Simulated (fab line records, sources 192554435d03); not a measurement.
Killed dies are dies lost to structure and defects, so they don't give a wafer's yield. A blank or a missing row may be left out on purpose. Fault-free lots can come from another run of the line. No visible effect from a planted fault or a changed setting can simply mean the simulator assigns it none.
fab line records	flow n5-finfet
[record] lots = 10	wafers = 30	last-day = 18
route steps=1938 shown BEOL_M0@723 BEOL_M1@751 BEOL_M4@1111 PASSIVATION@1936
lots that met no fault: taken from a fault-free run of the same line
start-h: hours from the record's first day to the start of the lot's first wafer shown	wait-h: hours from the lot's prior step to this one	" the same as in the row above	L1.1+2: a single row standing in for several wafers	- no value present, or no start provided	* or withheld: withheld	< > ~ a bound
route shown NAME@n: a module of which the file shows steps, and the number in the route of the first	usual: the fault-free wafers' mean and standard deviation	same: alike in all rows	chamber/n: place in a boat	sites: per-site readings	_std_site: standard deviation of those values	_edge_site: mean of outer sites minus mean of inner sites	radius-mm: how far each site lies from the wafer's centre	mask NAME#n: copy n	behind: the tool/chamber that last shaped the wafer	hold: reason for holding the lot/hours on hold/outcome of the hold	device: transistor that didn't switch, given as n, p or np	end of line: tests of these same wafers at the route's end	where a step has no rows: the recipe by itself	killed: the dies lost at the first sort to structure and to defects; this is not the yield of the wafer	map: shows each die of a wafer: x if killed, . if not, _ if none is there
set.NAME: the setting that was run; set.NAME@STEP: the one run at that earlier step	model.NAME: the simulator's own value behind a step, which no gauge read
the route's steps for a sample of lots (tables are steps, rows are wafers)
services: the hour from which a tool's chamber was out of use, counted from the record's first day as start-h (under 0 if before that day), plus the number of hours and why
[[steps]]
[step N5_BEOL_M0_OCD_MEAS_108]
[usual] trench-depth-nm = 32.4/0.65
lot.wafer	tool	chamber	start-h	wait-h	trench-depth-nm
L266.1	ocd-02	-	144.75	0.1	33.4
L266.2	"	-	"	"	32.0
L266.4	"	-	"	"	32.3
L270.1	ocd-02	-	168.06	0.1	32.8
L270.4	"	-	"	"	32.6
L270.5	"	-	"	"	32.7
L275.2	ocd-02	-	214.50	0.1	33.7
L275.5	"	-	"	"	31.6
L275.6	"	-	"	"	32.5
L277.1	ocd-02	-	219.63	0.1	31.5
L277.3	"	-	"	"	32.2
L277.5	"	-	"	"	32.2
L280.2	ocd-02	-	233.90	0.1	31.5
L280.5	"	-	"	"	31.4
L280.6	"	-	"	"	32.2
L279.3	ocd-02	-	234.02	0.1	31.9
L279.5	"	-	"	"	31.7
L279.6	"	-	"	"	32.5
L281.1	ocd-02	-	242.17	0.1	31.2
L281.4	"	-	"	"	32.8
L281.6	"	-	"	"	31.9
L282.1	ocd-02	-	247.15	0.1	33.8
L282.3	"	-	"	"	32.3
L282.4	"	-	"	"	32.2
L283.2	ocd-02	-	247.19	0.1	32.0
L283.4	"	-	"	"	32.2
L283.6	"	-	"	"	32.0
L284.1	ocd-02	-	253.16	0.1	31.9
L284.5	"	-	"	"	32.2
L284.6	"	-	"	"	32.0
[step N5_BEOL_M0_ANNEAL_135]
[recipe] temp-c = 400	time-s = 60	ambient = vacuum
[usual] heater-power-w = 843/68	susceptor_temp_C_max = 401.0/0.3
lot.wafer	tool	chamber	start-h	wait-h	heater-power-w	susceptor_temp_C_max
L266.1	pvd-sputter-03	-	147.33	0.0	824	400.9
L266.2	"	-	"	"	907	401.0
L266.4	"	-	"	"	720	400.8
L270.1	pvd-sputter-02	-	170.78	0.0	907	401.2
L270.4	"	-	"	"	868	400.8
L270.5	"	-	"	"	827	400.9
L275.2	pvd-sputter-03	-	216.03	0.0	930	401.6
L275.5	"	-	"	"	870	400.5
L275.6	"	-	"	"	731	400.6
L277.1	pvd-sputter-03	-	220.91	0.0	873	400.9
L277.3	"	-	"	"	836	401.5
L277.5	"	-	"	"	898	400.8
L280.2	pvd-sputter-02	-	235.03	0.0	899	401.1
L280.5	"	-	"	"	923	400.7
L280.6	"	-	"	"	859	400.6
L279.3	pvd-sputter-03	-	237.01	0.0	727	401.0
L279.5	"	-	"	"	863	400.7
L279.6	"	-	"	"	731	401.4
L281.1	pvd-sputter-02	-	243.37	0.0	848	401.4
L281.4	"	-	"	"	863	400.7
L281.6	"	-	"	"	839	401.1
L283.2	pvd-sputter-02	-	248.90	0.0	821	401.4
L283.4	"	-	"	"	858	401.4
L283.6	"	-	"	"	832	400.9
L282.1	pvd-sputter-02	-	249.34	0.0	871	400.5
L282.3	"	-	"	"	917	400.6
L282.4	"	-	"	"	846	401.1
L284.1	pvd-sputter-02	-	254.82	0.0	837	401.3
L284.5	"	-	"	"	834	401.0
L284.6	"	-	"	"	886	401.1
[step N5_BEOL_M1_ILD_DEP_00]
[recipe] material = SiOC	target-thk-a = 790	temp-c = 350	precursor = DEMS/O2	pressure-torr = 5	rf-w = 500	time-s = 15.3
[usual] heater-power-w = 472/68	showerhead-plenum-p-Torr = 5.699/0.018	throttle-valve-pct = 11.8/0.51
lot.wafer	tool	chamber	start-h	wait-h	heater-power-w	showerhead-plenum-p-Torr	throttle-valve-pct
L266.1	pecvd-03	2	148.48	0.0	536	5.663	11.3
L266.2	"	1	"	"	492	5.694	12.6
L266.4	"	2	"	"	553	5.667	11.4
L270.1	pecvd-04	2	172.27	0.0	492	5.690	11.5
L270.4	"	2	"	"	492	5.682	11.6
L270.5	"	0	"	"	303	5.724	12.2
L275.2	pecvd-01	1	217.18	0.0	409	5.670	11.6
L275.5	"	0	"	"	455	5.714	12.1
L275.6	"	1	"	"	408	5.682	11.8
L277.1	pecvd-03	2	222.19	0.0	492	5.662	11.3
L277.3	"	1	"	"	516	5.713	12.7
L277.5	"	1	"	"	527	5.707	12.3
L280.2	pecvd-03	1	236.18	0.0	546	5.710	12.6
L280.5	"	0	"	"	614	5.719	12.1
L280.6	"	2	"	"	481	5.664	11.4
L279.3	pecvd-04	1	238.16	0.0	438	5.701	11.1
L279.5	"	1	"	"	447	5.710	11.6
L279.6	"	2	"	"	468	5.689	11.6
L281.1	pecvd-04	1	244.52	0.0	446	5.697	10.9
L281.4	"	2	"	"	470	5.679	11.5
L281.6	"	1	"	"	451	5.702	11.3
L283.2	pecvd-01	2	250.05	0.0	532	5.703	10.6
L283.4	"	0	"	"	522	5.721	11.9
L283.6	"	2	"	"	552	5.707	11.0
L282.1	pecvd-01	1	250.49	0.0	400	5.684	11.4
L282.3	"	2	"	"	511	5.704	10.6
L282.4	"	1	"	"	403	5.696	11.5
L284.1	pecvd-04	1	256.73	0.0	456	5.700	11.4
L284.5	"	1	"	"	444	5.710	11.1
L284.6	"	2	"	"	427	5.698	11.8
[step N5_BEOL_M1_COAT_61]
[recipe] resist = SOC	temp-c = 250	time-s = 60	spin-rpm = 1500	resist-thk-nm = 60
[usual] resist-line-temp-C = 22.99/0.11	spin-speed-rpm = 1499.9/0.89
lot.wafer	tool	chamber	start-h	wait-h	resist-line-temp-C	spin-speed-rpm
L266.1	litho-track-01	0	149.18	0.1	22.81	1500.4
L266.2	"	0	"	"	22.76	1499.6
L266.4	"	0	"	"	23.03	1500.1
L270.1	litho-track-01	0	174.82	0.1	23.05	1500.1
L270.4	"	0	"	"	23.08	1499.2
L270.5	"	0	"	"	23.07	1499.0
L275.2	litho-track-01	0	219.29	0.1	22.97	1137.1
L275.5	"	0	"	"	22.98	1138.7
L275.6	"	0	"	"	23.14	1138.8
L277.1	litho-track-01	0	222.94	0.1	23.05	1138.0
L277.3	"	0	"	"	23.03	1136.9
L277.5	"	0	"	"	23.01	1137.5
L280.2	litho-track-03	0	237.86	0.1	22.77	1500.1
L280.5	"	0	"	"	22.92	1500.4
L280.6	"	0	"	"	22.78	1501.2
L279.3	litho-track-01	0	238.74	0.1	23.11	1138.2
L279.5	"	0	"	"	22.81	1138.8
L279.6	"	0	"	"	23.02	1138.6
L281.1	litho-track-02	0	245.19	0.5	22.98	1500.6
L281.4	"	0	"	"	23.05	1499.5
L281.6	"	0	"	"	22.97	1499.7
L283.2	litho-track-02	0	250.37	0.1	22.83	1497.8
L283.4	"	0	"	"	22.99	1497.8
L283.6	"	0	"	"	22.69	1499.5
L282.1	litho-track-02	0	250.86	0.1	23.04	1500.0
L282.3	"	0	"	"	23.25	1500.0
L282.4	"	0	"	"	22.90	1498.8
L284.1	litho-track-03	0	257.63	0.1	22.86	1499.6
L284.5	"	0	"	"	23.16	1498.7
L284.6	"	0	"	"	22.99	1500.4
[step N5_BEOL_M4_RC_MEAS_101]
[usual] DIBL_N = 36.3/2	DIBL_P = 36.3/2.4	IOFF_N = 0.16/0.034	IOFF_P = 0.21/0.035	ION_N = 672/12	ION_P = 459/6.5	SS_N = 71.6/0.67	SS_P = 73.3/0.71	VT_N = 250/3.5	VT_P = -251/3
lot.wafer	tool	chamber	start-h	wait-h	DIBL_N[mV/V]	DIBL_P[mV/V]	IOFF_N[nA/um]	IOFF_P[nA/um]	ION_N[uA/um]	ION_P[uA/um]	SS_N[mV/dec]	SS_P[mV/dec]	VT_N[mV]	VT_P[mV]
L266.1	prober-02	0	197.18	0.0	35.9	34.6	0.14	0.17	657	444	71.6	73.7	255	-256
L266.2	"	0	"	"	39.3	38.7	0.22	0.23	689	463	73.1	74.5	247	-251
L266.4	"	0	"	"	35.9	34.3	0.15	0.16	672	452	72.0	73.3	251	-256
L270.1	prober-02	0	242.48	0.0	36.2	34.9	0.14	0.16	668	452	71.8	73.0	253	-257
L270.4	"	0	"	"	40.1	40.8	0.23	0.26	681	462	72.4	73.9	245	-251
L270.5	"	0	"	"	39.7	37.9	0.20	0.21	677	453	73.6	73.3	252	-252
L275.2	prober-01	0	288.35	0.2	40.2	39.4	0.22	0.27	683	469	72.0	74.3	245	-246
L275.5	"	0	"	"	37.9	37.2	0.17	0.22	667	463	71.9	74.1	249	-249
L275.6	"	0	"	"	37.9	36.3	0.16	0.21	667	457	71.3	74.1	251	-251
L281.1	prober-02	0	296.20	0.0	36.1	35.6	0.18	0.19	695	465	71.7	73.0	246	-253
L281.4	"	0	"	"	35.3	35.6	0.17	0.19	681	459	71.2	72.9	247	-252
L281.6	"	0	"	"	33.6	32.8	0.13	0.15	672	451	71.2	72.8	252	-256
L277.1	prober-02	0	302.96	0.0	36.1	37.3	0.15	0.22	661	462	71.3	73.1	249	-248
L277.3	"	0	"	"	36.9	37.7	0.16	0.22	669	469	70.7	72.8	249	-245
L277.5	"	0	"	"	36.7	38.0	0.16	0.22	684	474	72.0	73.5	249	-248
L280.2	prober-02	0	308.36	0.2	36.9	37.5	0.17	0.21	678	459	71.0	73.6	248	-251
L280.5	"	0	"	"	34.1	33.3	0.12	0.14	659	448	70.7	72.5	255	-256
L280.6	"	0	"	"	39.1	39.4	0.21	0.23	682	458	72.3	73.4	246	-251
L283.2	prober-02	0	313.77	0.2	36.8	36.2	0.16	0.20	676	458	71.6	74.0	251	-249
L283.4	"	0	"	"	33.8	32.4	0.12	0.15	666	460	70.9	72.0	255	-256
L283.6	"	0	"	"	34.3	33.0	0.13	0.16	672	459	70.7	72.4	253	-252
L282.1	prober-01	0	317.86	0.0	37.9	38.8	0.20	0.25	699	473	72.3	74.4	245	-248
L282.3	"	0	"	"	37.1	37.0	0.18	0.22	679	463	71.9	73.8	246	-249
L282.4	"	0	"	"	40.2	40.1	0.24	0.28	693	469	72.8	74.6	243	-250
L279.3	prober-02	0	319.02	0.3	37.0	38.8	0.20	0.25	682	462	71.8	74.3	247	-248
L279.5	"	0	"	"	34.8	34.8	0.15	0.19	666	454	71.2	74.1	249	-252
L279.6	"	0	"	"	38.7	38.5	0.24	0.24	676	458	72.4	74.0	244	-249
L284.1	prober-01	0	326.38	0.0	36.8	37.1	0.19	0.22	680	459	71.8	73.0	248	-249
L284.5	"	0	"	"	37.2	37.9	0.20	0.24	679	459	72.0	73.4	246	-248
L284.6	"	0	"	"	36.1	36.1	0.18	0.21	684	462	72.0	72.6	245	-251
[step N5_PASSIVATION_PROBE_49]
[usual] defect-limited-yield = 91.4/1.5	killed_at_M0_to_M3 = 33/11	killed_at_M4_up = 14/5.3	killed-at-contacts = 13/6.2	killed-at-front-end = 39/13	killed-at-other = 3.1/2.8	killed-dies = 102/17	killed-open = 68/13	killed-short = 32/7.8	sort_bin_4_leakage = 0.00/0.007	sort_bin_5_function = 5.1/0.95	sort_bin_6_memory = 3.2/0.7	sort-n-pass = 1078/18	sort-yield-pct = 91.3/1.5
[same] gross-dies = 1180	killed-at-back-side = 0	sort_bin_8_speed[%] = 0
lot.wafer	tool	chamber	start-h	wait-h	defect-limited-yield[%]	killed_at_M0_to_M3	killed_at_M4_up	killed-at-contacts	killed-at-front-end	killed-at-other	killed-dies	killed-open	killed-short	sort_bin_4_leakage[%]	sort_bin_5_function[%]	sort_bin_6_memory[%]	sort-n-pass	sort-yield-pct[%]
L266.1	prober-01	-	309.99	0.0	91.4	32	10	15	43	1	101	81	20	0	4.9	3.6	1079	91.4
L266.2	prober-01	-	310.04	0.1	91.6	32	12	18	37	0	99	72	27	0	5.5	2.7	1081	91.6
L266.4	prober-01	-	310.14	0.2	90.9	42	20	9	35	1	107	69	38	0	5.3	3.2	1073	90.9
L275.2	prober-02	-	393.16	0.1	91.4	22	11	8	56	5	102	76	24	0	5.3	3.0	1078	91.4
L275.5	prober-02	-	393.31	0.2	89.6	39	12	7	61	4	123	79	40	0	5.9	4.2	1057	89.6
L275.6	prober-02	-	393.36	0.3	87.6	41	18	9	74	4	146	87	56	0	6.7	4.7	1034	87.6
L280.2	prober-02	-	422.91	0.1	90.2	56	6	6	45	3	116	65	41	0	4.8	3.9	1064	90.2
L280.5	prober-02	-	423.06	0.2	89.6	34	13	18	56	2	123	84	36	0	6.8	3.1	1057	89.6
L280.6	prober-02	-	423.11	0.3	89.0	46	13	14	55	2	130	76	52	0	6.4	3.9	1050	89.0
// killed by level:class
L266.1 MOL_CONTACT_COAG:geometric-particle:open=13 BEOL_M3:geometric-particle:open=12 FIN_SAQP:geometric-particle:open=10 STI_FIN_REVEAL:geometric-particle:open=8 BEOL_M0_SAQP:geometric-particle:open=8 BEOL_M1:geometric-particle:open=7 STARTING-WAFER:geometric-particle:open=6 FIN_SAQP:geometric-particle:short=5
L266.2 MOL_CONTACT_COAG:geometric-particle:open=16 STI_FIN_REVEAL:geometric-particle:open=10 FIN_SAQP:geometric-particle:short=9 FIN_SAQP:geometric-particle:open=8 BEOL_M3:geometric-particle:open=7 BEOL_M0:geometric-particle:open=6 BEOL_M2:geometric-particle:open=6 BEOL_M1:geometric-particle:open=5
L266.4 BEOL_M0_SAQP:geometric-particle:short=12 MOL_CONTACT_COAG:geometric-particle:open=8 BEOL_M2:geometric-particle:open=7 BEOL_M4:geometric-particle:open=7 BEOL_M3:geometric-particle:open=6 BEOL_M0_SAQP:geometric-particle:open=6 FIN_SAQP:geometric-particle:short=5 BEOL_M1:geometric-particle:open=5
L275.2 STI_FIN_REVEAL:geometric-particle:open=19 FIN_SAQP:geometric-particle:open=15 FIN_SAQP:geometric-particle:short=8 BEOL_M3:geometric-particle:open=7 MOL_CONTACT_COAG:geometric-particle:open=6 BEOL_M2:geometric-particle:open=5 BEOL_M1:geometric-particle:open=5 GATE_CUT:geometric-particle:short=3
L275.5 FIN_SAQP:geometric-particle:open=18 FIN_SAQP:geometric-particle:short=13 STI_FIN_REVEAL:geometric-particle:open=11 BEOL_M0:geometric-particle:open=9 MOL_CONTACT_COAG:geometric-particle:open=6 BEOL_M0_SAQP:geometric-particle:short=6 BEOL_M0_SAQP:geometric-particle:open=6 STI_FIN_REVEAL:geometric-particle:short=4
L275.6 STI_FIN_REVEAL:geometric-particle:open=25 BEOL_M3:geometric-particle:open=13 BEOL_M0_SAQP:geometric-particle:open=9 BEOL_M0_SAQP:geometric-particle:short=9 STI_FIN_REVEAL:geometric-particle:short=7 GATE_CUT:geometric-particle:short=7 DUMMY_GATE:geometric-particle:open=6 MOL_CONTACT_COAG:geometric-particle:open=6
L280.2 BEOL_M0_SAQP:geometric-particle:short=11 BEOL_M0_SAQP:geometric-particle:open=10 BEOL_M3:geometric-particle:open=10 STI_FIN_REVEAL:geometric-particle:open=9 FIN_SAQP:geometric-particle:open=8 BEOL_M2:geometric-particle:open=8 HKMG_FIN:area-etch=8 FIN_SAQP:geometric-particle:short=7
L280.5 MOL_CONTACT_COAG:geometric-particle:open=15 FIN_SAQP:geometric-particle:open=12 STI_FIN_REVEAL:geometric-particle:open=12 BEOL_M0_SAQP:geometric-particle:open=9 BEOL_M0_SAQP:geometric-particle:short=9 FIN_SAQP:geometric-particle:short=6 DUMMY_GATE:geometric-particle:open=6 BEOL_M2:geometric-particle:open=5
L280.6 FIN_SAQP:geometric-particle:open=12 FIN_SAQP:geometric-particle:short=9 BEOL_M2:geometric-particle:open=9 STARTING-WAFER:geometric-particle:short=9 MOL_CONTACT_COAG:geometric-particle:open=8 BEOL_M0_SAQP:geometric-particle:open=8 BEOL_M0_SAQP:geometric-particle:short=7 BEOL_M1:geometric-particle:open=7
[[services]]
tool	chamber	start-h	hours	kind
pecvd-01	-	124.48	5.5	pm
pecvd-03	1	125.33	9.7	repair
pecvd-03	2	134.90	2.1	scheduled-down
litho-track-01	-	170.04	-	consumable-replace:filter
pecvd-04	-	172.67	5.6	repair
pecvd-01	-	190.66	14.6	pm
pvd-sputter-02	-	197.53	7.5	repair
pecvd-01	2	205.26	-	clean
pecvd-01	2	205.26	-	consumable-replace:showerhead
pecvd-01	2	205.26	29.0	scheduled-down
pecvd-01	2	205.26	29.0	vent-cycle
pecvd-03	0	222.15	4.3	repair
pecvd-03	-	250.63	0.8	pm
[[key]]
[first-sign] step = N5_BEOL_M1_COAT_61	reading = spin-speed-rpm	direction = down	sigmas = 99+	usual = *	struck = *
effect none on later readings
met-at N5_BEOL_M1_COAT_61
struck-lots L275,L277,L279
not-acting-at N5_BEOL_M0_OCD_MEAS_108,N5_BEOL_M0_ANNEAL_135,N5_BEOL_M1_ILD_DEP_00
onset-between 174.82 219.29
[fault] kind = process-parameter-drift	tool = litho-track-01	chamber = -	onset-h = 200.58	steps = N5_BEOL_M1_COAT_61	channel = spin-rpm	offset = *	shape = step	end-h = 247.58	acts-in = *	stated = *
